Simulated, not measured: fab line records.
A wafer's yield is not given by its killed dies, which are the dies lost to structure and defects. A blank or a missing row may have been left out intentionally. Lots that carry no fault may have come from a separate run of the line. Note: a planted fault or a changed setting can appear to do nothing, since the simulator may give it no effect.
Matching of chambers || flow n5-finfet || N5_BEOL_M6_STRIP_67 on rie-diel-04 has 4 sister chambers
The step strips in CF4. 4 wafers are shown with their chamber, then 10 later ones without.

== WAFERS PAIRED WITH THEIR CHAMBERS ==
{"wafer": "L089.1", "chamber": 0, "drypump-motor-current-A (A)": 5.5}
{"wafer": "L089.6", "chamber": 1, "drypump-motor-current-A (A)": 4.7}
{"wafer": "L094.1", "chamber": 2, "drypump-motor-current-A (A)": 5.6}
{"wafer": "L094.2", "chamber": 3, "drypump-motor-current-A (A)": 5.4}

== WAFERS WITH NO CHAMBER GIVEN ==
{"wafer": "L094.3", "drypump-motor-current-A (A)": 5.5}
{"wafer": "L094.4", "drypump-motor-current-A (A)": 4.7}
{"wafer": "L094.5", "drypump-motor-current-A (A)": 5.5}
{"wafer": "L094.6", "drypump-motor-current-A (A)": 4.7}
{"wafer": "L095.2", "drypump-motor-current-A (A)": 5.5}
{"wafer": "L095.3", "drypump-motor-current-A (A)": 4.7}
{"wafer": "L095.6", "drypump-motor-current-A (A)": 5.7}
{"wafer": "L096.1", "drypump-motor-current-A (A)": 5.5}
{"wafer": "L096.3", "drypump-motor-current-A (A)": 5.6}
{"wafer": "L096.5", "drypump-motor-current-A (A)": 5.5}

== EACH ONE'S CHAMBER ==
{"wafer": "L094.3", "from the rows above": 0, "in truth": 0}
{"wafer": "L094.4", "from the rows above": 1, "in truth": 1}
{"wafer": "L094.5", "from the rows above": 0, "in truth": 0}
{"wafer": "L094.6", "from the rows above": 1, "in truth": 1}
{"wafer": "L095.2", "from the rows above": 0, "in truth": 0}
{"wafer": "L095.3", "from the rows above": 1, "in truth": 1}
{"wafer": "L095.6", "from the rows above": 2, "in truth": 2}
{"wafer": "L096.1", "from the rows above": 0, "in truth": 0}
{"wafer": "L096.3", "from the rows above": 2, "in truth": 2}
{"wafer": "L096.5", "from the rows above": 0, "in truth": 0}
Placed correctly: 10 of 10. Number that these rows cannot place: 0. 0 placed wrongly.
How it was worked out, from the rows above alone: a wafer's distance from a chamber is the root of the sum, over the readings, of the square of ((its reading less the chamber's mean) divided by the reading's scatter). If the next closest chamber is less than 2 further off than the closest, the wafer can't be placed; otherwise it belongs to the closest. Each chamber's mean is taken over the wafers shown for it. The scatter: root of mean squared gap, hidden wafer to nearest shown wafer, with one shown wafer a chamber.
